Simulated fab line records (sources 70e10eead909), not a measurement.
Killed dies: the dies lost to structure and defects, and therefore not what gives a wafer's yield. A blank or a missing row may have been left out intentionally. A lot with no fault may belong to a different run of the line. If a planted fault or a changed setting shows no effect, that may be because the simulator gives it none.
Chamber matching -- flow nand harc -- NHARC_P_M1_DEP_33 on pecvd-01: 3 sister chambers
The step deposits SiCN, target thk 30 nm. 20 wafers are shown with their chamber, then 10 later ones without.

WAFERS, EACH WITH ITS CHAMBER
wafer,chamber,heater power w (W)
L075.1,0,558
L075.4,0,562
L075.5,2,636
L077.2,0,542
L077.4,1,552
L077.5,2,658
L078.1,0,561
L078.2,1,605
L078.6,0,581
L081.1,0,519
L081.4,2,598
L081.5,0,530
L082.3,1,556
L082.4,0,599
L082.5,1,561
L083.3,1,558
L083.4,0,562
L083.6,2,663
L085.2,1,578
L085.3,0,594

SIGNATURES (means of the wafers above)
reading,chamber 0,chamber 1,chamber 2,scatter within a chamber
heater power w,560.80,568.33,638.75,25.1
Rule: a wafer's distance from a chamber is the root of the sum, over the readings, of the square of ((its reading less the chamber's mean) divided by the reading's scatter). If the next closest chamber is less than 2 further off than the closest, the wafer can't be placed; otherwise it belongs to the closest. The scatter: take each reading less its chamber's mean, square it, sum over the shown wafers, divide by the number of wafers less the number of chambers, and take the root.

WAFERS WHOSE CHAMBER IS MISSING
wafer,heater power w (W)
L085.6,594
L088.2,576
L088.5,585
L088.6,663
L092.2,617
L092.4,510
L092.6,617
L097.1,599
L097.3,702
L097.5,698

WHICH CHAMBER EACH ONE RAN IN
wafer,from the rows above,in truth
L085.6,can't be placed: 1 or 0 or 2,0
L088.2,can't be placed: 1 or 0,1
L088.5,can't be placed: 1 or 0 or 2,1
L088.6,2,2
L092.2,can't be placed: 2 or 1 or 0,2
L092.4,can't be placed: 0 or 1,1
L092.6,can't be placed: 2 or 1 or 0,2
L097.1,can't be placed: 1 or 0 or 2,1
L097.3,2,2
L097.5,2,2
Correct placement for 3 of the 10. Not placeable from these rows: 7 (in 7, the candidates include the true chamber). Placed wrongly: 0.
